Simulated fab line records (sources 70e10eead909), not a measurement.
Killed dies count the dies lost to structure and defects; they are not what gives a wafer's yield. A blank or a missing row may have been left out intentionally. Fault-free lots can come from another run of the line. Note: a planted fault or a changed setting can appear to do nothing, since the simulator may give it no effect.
A struck lot beside a sound one -- flow nandHarc -- 41 steps out of a route of 1159
Sound: wafers L537.2, L537.4, L537.6. Struck: wafers L534.2, L534.6 (left out: L534.3, a lot-mate that was not struck); the cause follows at the end.
Each step with rows lists, per side, the tool, then ch with its chambers, then its first start. Under that, the readings that differ: sound wafers -- struck wafers -- difference of the means -- sigmas: that difference in standard deviations of wafers without a fault.
alike: a reading whose means differ by less than 2 such deviations, as well as words and numbers matching on both sides. not compared: withheld readings; readings where some wafer has no value; bounds like >300 that might hide an equal value; numbers whose values overlap and for which the record gives no deviation.
A row with sigmas, a row that says differs or no value, or rows on one side alone: a step with any of these is where the two part. Numbers that have no deviation but don't overlap get no sigmas and don't part them. A reading missing from all wafers of one side parts the sides only when that side holds two or more wafers.

first, 1 step without rows for these wafers: NHARC_A_CONTACT_DEVELOP_07 (develop time 35 s).
NHARC_A_CONTACT_CD_MEAS_08 targets a cd of 100 nm.
  sound on cdSem-02 ch 0, day 21 13:06; struck on cdSem-02 ch 0, day 20 20:22
  alike: cdNm
NHARC_A_CONTACT_OVL_MEAS_09:
  struck on overlay-01, day 20 20:28; sound on overlay-02, day 21 13:11
  alike: overlayXNm, overlayYNm
NHARC_A_CONTACT_INSPECT_10:
  struck on defectInspect-01, day 20 20:30; sound on defectInspect-02, day 21 13:13
  alike: rawDefectCount
then, 3 steps without rows for these wafers: NHARC_A_CONTACT_DESCUM_13 (chemistry O2, time 3 s); NHARC_A_CONTACT_ETCH_88 (etches the open film in CF4, target depth 39 nm, time 65 s); NHARC_A_CONTACT_ETCH_89 (etches the open film in N2/H2, target depth 260 nm, time 475.3 s).
NHARC_A_CONTACT_ETCH_30: etches the open film in CF4/CHF3, target depth 60.5 nm, time 30.2 s.
  sound on rieDiel-08 ch 0,2; struck on rieDiel-04 ch 0,2
reading,sound,struck,difference,sigmas
oesProductAu (a.u.),0.981 0.977 0.989,0.959 0.923,-0.041,-2
  alike: chf3FlowSccm, drypumpMotorCurrentA, rfVppV, showerheadPlenumPTorr, throttleValvePct
  not compared: rfHoursCounterH
then, 1 step without rows for these wafers: NHARC_A_CONTACT_ETCH_31 (etches the open film in O2/COS, target depth 2000 nm, time 520 s).
NHARC_A_CONTACT_ETCH_134: etches the open film in C4F8/O2/Ar, time 140 s, target depth 700 nm.
  sound on harCapEtch-01 ch 0,1, day 21 14:19; struck on harCapEtch-02 ch 1, day 20 21:41
  not compared: rfHoursCounterH
NHARC_A_CONTACT_ETCH_135: etches the open film in C4F8/O2/Ar, time 132 s, target depth 1287 nm.
  sound on harCapEtch-01 ch 0,1, day 21 14:30; struck on harCapEtch-02 ch 1, day 20 21:53
  not compared: rfHoursCounterH
then, 1 step without rows for these wafers: NHARC_A_CONTACT_ETCH_136 (etches the open film in C4F8/O2/Ar, time 132 s, target depth 1287 nm).
NHARC_A_CONTACT_ETCH_137: etches the open film in C4F8/O2/Ar, time 132 s, target depth 1287 nm.
  sound on harCapEtch-01 ch 0,1, day 21 14:44; struck on harCapEtch-02 ch 1, day 20 22:07
  not compared: rfHoursCounterH
NHARC_A_CONTACT_ETCH_138: etches the open film in C4F8/O2/Ar, time 132 s, target depth 1289 nm.
  sound on harCapEtch-01 ch 0,1, day 21 14:52; struck on harCapEtch-02 ch 1, day 20 22:15
  not compared: rfHoursCounterH
then, 3 steps without rows for these wafers: NHARC_A_CONTACT_ETCH_139 (etches the open film in C4F8/O2/Ar, time 137 s, target depth 590 nm); NHARC_A_CONTACT_ETCH_92 (etches the open film in CH3F/O2, target depth 40 nm, time 85.7 s); NHARC_A_CONTACT_ETCH_98 (etches the open film in C4F6/O2, target depth 20 nm, time 10 s).
NHARC_A_CONTACT_CD_MEAS_15:
  struck on cdSem-02, day 20 22:58; sound on cdSem-01, day 21 15:35
  alike: cdNm
then, 8 steps without rows for these wafers: NHARC_A_CONTACT_STRIP_107 (strips in N2/H2); NHARC_A_CONTACT_STRIP_108 (strips in CF4/CHF3); NHARC_A_CONTACT_STRIP_109 (strips in O2/COS); NHARC_A_CONTACT_ETCH_110 (etches the open film in CF4/O2, target depth 50 nm, overetch 5 nm, time 27.5 s); NHARC_A_CONTACT_STRIP_26 (strips in O2); NHARC_A_CONTACT_STRIP_27 (strips in post etch residue remover, time 600 s); NHARC_A_CONTACT_ALD_18 (deposits TiN, target thk 3 nm, pulse time 1 s, ald cycles 150); NHARC_A_CONTACT_CVD_19 (deposits W, target thk 300 nm, time 802 s).
NHARC_A_CONTACT_CMP_20: polishes, t overpolish 30 s, target thk 300 nm.
  sound on cmp-01 ch 0,1,3, day 21 19:47; struck on cmp-01 ch 0,2, day 21 12:04
  alike: motorCurrentA, overpolishRunS, slurryFilterDpKPa, timeToEndpointS
then, 11 steps without rows for these wafers: NHARC_A_CONTACT_SRD_22; NHARC_A_BLC_DEHYDRATE_00 (time 120 s); NHARC_A_BLC_HMDS_01 (time 30 s); NHARC_A_BLC_COAT_02 (time 75 s); NHARC_A_BLC_COAT_03 (time 65 s); NHARC_A_BLC_COAT_04 (resist thk 90 nm); NHARC_A_BLC_SOFTBAKE_05 (time 55 s); NHARC_A_BLC_EBR_06; NHARC_A_BLC_EXPOSE_07 (exposes mask A BLC, target cd 100 nm); NHARC_A_BLC_PEB_08 (peb time 65 s); NHARC_A_BLC_DEVELOP_09 (develop time 35 s).
NHARC_A_BLC_CD_MEAS_10 targets a cd of 100 nm.
  sound on cdSem-01 ch 0, day 21 20:38; struck on cdSem-02 ch 0, day 21 12:48
  alike: cdNm
NHARC_A_BLC_OVL_MEAS_11:
  struck on overlay-01, day 21 12:53; sound on overlay-02, day 21 20:44
  alike: overlayXNm, overlayYNm
NHARC_END_SORT_01:
  at this point the record logs the struck wafers (prober-02 ch 0, day 23 06:49) and has no rows for the sound ones

== WHERE THEY PART ==
Earliest at NHARC_A_CONTACT_ETCH_30; latest, in this record, at NHARC_END_SORT_01.

WHY: whatever the simulator had introduced
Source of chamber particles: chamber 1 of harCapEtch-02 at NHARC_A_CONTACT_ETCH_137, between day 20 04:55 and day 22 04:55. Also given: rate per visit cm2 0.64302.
